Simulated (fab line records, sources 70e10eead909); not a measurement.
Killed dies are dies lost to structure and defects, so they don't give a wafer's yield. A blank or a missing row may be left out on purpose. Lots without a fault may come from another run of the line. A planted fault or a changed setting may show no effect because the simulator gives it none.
Chamber matching | flow nand_harc | NHARC_A_CHANNEL_HOLE_D2_ETCH_38 on rie_diel-03: 4 sister chambers
The step etches the open film in CF4, target depth 39 nm, time 65 s. 8 wafers are shown with their chamber, then 10 later ones without.

WAFERS WITH THEIR CHAMBER
wafer  | chamber | drypump_motor_current_A (A) | oes_product_au (a.u.)
L076.1 | 3       | 5.9                         | 0.984
L078.5 | 2       | 5.0                         | 0.974
L083.5 | 2       | 5.1                         | 0.995
L084.6 | 1       | 5.1                         | 0.998
L085.1 | 3       | 5.9                         | 0.983
L085.6 | 0       | 6.1                         | 0.994
L086.1 | 1       | 5.1                         | 0.991
L086.2 | 0       | 6.1                         | 0.988

WAFERS WITHOUT THEIR CHAMBER
wafer  | drypump_motor_current_A (A) | oes_product_au (a.u.)
L086.6 | 5.1                         | 0.985
L090.3 | 5.9                         | 0.977
L090.5 | 6.2                         | 0.990
L090.6 | 5.9                         | 0.971
L093.1 | 5.0                         | 1.004
L093.4 | 5.1                         | 1.012
L093.5 | 6.2                         | 1.022
L097.2 | 5.1                         | 0.995
L097.3 | 5.9                         | 0.998
L097.6 | 5.9                         | 1.005

WHICH CHAMBER EACH WENT THROUGH
wafer  | from the rows above     | in truth
L086.6 | can't be placed: 1 or 2 | 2
L090.3 | 3                       | 3
L090.5 | 0                       | 0
L090.6 | 3                       | 3
L093.1 | can't be placed: 2 or 1 | 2
L093.4 | can't be placed: 1 or 2 | 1
L093.5 | 0                       | 0
L097.2 | can't be placed: 1 or 2 | 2
L097.3 | 3                       | 3
L097.6 | 3                       | 3
Placed correctly: 6 of 10. Can't be placed from these rows: 4 (the true chamber is among the candidates in 4). Placed wrongly: 0.
How it was worked out, from the rows above alone: a wafer's distance from a chamber is the root of the sum, over the readings, of the square of ((its reading less the chamber's mean) divided by the reading's scatter). The wafer belongs to the nearest chamber; if the next one is less than 2 further off, it can't be placed. A chamber's mean is the mean of its shown wafers. The scatter: the root of (the sum of the squares of (reading less its chamber's mean) over the shown wafers, divided by (wafers less chambers)).
